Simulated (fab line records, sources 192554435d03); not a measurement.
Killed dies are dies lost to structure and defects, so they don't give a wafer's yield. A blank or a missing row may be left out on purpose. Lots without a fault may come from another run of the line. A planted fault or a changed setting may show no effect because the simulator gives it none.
Chamber matching | flow n5_finfet | N5_DUMMY_REMOVAL_HM_STRIP_01 on rie_diel-03: 4 sister chambers
The step strips SiNx in CH3F/O2, stops on poly-Si, target depth 4 nm, time 6.8 s. 22 wafers are shown with their chamber, then 11 later ones without.

WAFERS WITH THEIR CHAMBER
wafer  | chamber | drypump_motor_current_A (A) | showerhead_plenum_p_Torr (Torr) | throttle_valve_pct (%)
L074.4 | 3       | 5.1                         | 2.12                            | 16.24
L074.5 | 3       | 5.1                         | 2.12                            | 16.25
L074.6 | 2       | 6.1                         | 1.93                            | 16.02
L075.2 | 1       | 5.4                         | 1.97                            | 16.02
L075.4 | 0       | 5.5                         | 2.00                            | 16.07
L075.6 | 2       | 6.2                         | 1.93                            | 16.01
L079.1 | 3       | 5.1                         | 2.12                            | 16.27
L079.2 | 0       | 5.5                         | 1.99                            | 16.08
L079.6 | 1       | 5.4                         | 1.97                            | 16.02
L082.2 | 1       | 5.4                         | 1.97                            | 16.05
L082.3 | 0       | 5.5                         | 1.99                            | 16.10
L082.5 | 2       | 6.1                         | 1.92                            | 16.04
L083.1 | 2       | 6.1                         | 1.92                            | 16.02
L083.5 | 1       | 5.4                         | 1.97                            | 16.04
L083.6 | 2       | 6.1                         | 1.92                            | 16.02
L084.1 | 0       | 5.4                         | 1.99                            | 16.10
L084.3 | 3       | 5.1                         | 2.12                            | 16.27
L084.6 | 0       | 5.5                         | 1.99                            | 16.10
L089.1 | 1       | 5.4                         | 1.96                            | 16.08
L089.3 | 2       | 6.1                         | 1.92                            | 16.05
L089.4 | 0       | 5.5                         | 1.99                            | 16.15
L090.2 | 3       | 5.1                         | 2.11                            | 16.30

SIGNATURES (means of the wafers above)
reading                  | chamber 0 | chamber 1 | chamber 2 | chamber 3 | scatter within a chamber
drypump_motor_current_A  | 5.483     | 5.400     | 6.117     | 5.100     | 0.0304
showerhead_plenum_p_Torr | 1.9917    | 1.9680    | 1.9233    | 2.1180    | 0.00457
throttle_valve_pct       | 16.1000   | 16.0420   | 16.0267   | 16.2660   | 0.023
Rule: a wafer's distance from a chamber is the root of the sum, over the readings, of the square of ((its reading less the chamber's mean) divided by the reading's scatter). The wafer belongs to the nearest chamber; if the next one is less than 2 further off, it can't be placed. The scatter: the root of (the sum of the squares of (reading less its chamber's mean) over the shown wafers, divided by (wafers less chambers)).

WAFERS WITHOUT THEIR CHAMBER
wafer  | drypump_motor_current_A (A) | showerhead_plenum_p_Torr (Torr) | throttle_valve_pct (%)
L090.3 | 5.3                         | 1.96                            | 16.08
L090.4 | 5.4                         | 1.99                            | 16.12
L091.3 | 5.5                         | 1.99                            | 16.13
L091.5 | 5.5                         | 1.99                            | 16.15
L091.6 | 5.1                         | 2.11                            | 16.31
L095.2 | 6.1                         | 1.92                            | 16.06
L095.3 | 5.1                         | 2.11                            | 16.31
L095.5 | 5.4                         | 1.96                            | 16.10
L096.1 | 5.4                         | 1.96                            | 16.09
L096.3 | 6.2                         | 1.92                            | 16.09
L096.5 | 5.4                         | 1.96                            | 16.12

WHICH CHAMBER EACH WENT THROUGH
wafer  | from the rows above | in truth
L090.3 | 1                   | 1
L090.4 | 0                   | 0
L091.3 | 0                   | 0
L091.5 | 0                   | 0
L091.6 | 3                   | 3
L095.2 | 2                   | 2
L095.3 | 3                   | 3
L095.5 | 1                   | 1
L096.1 | 1                   | 1
L096.3 | 2                   | 2
L096.5 | 1                   | 1
Placed correctly: 11 of 11. Can't be placed from these rows: 0. Placed wrongly: 0.
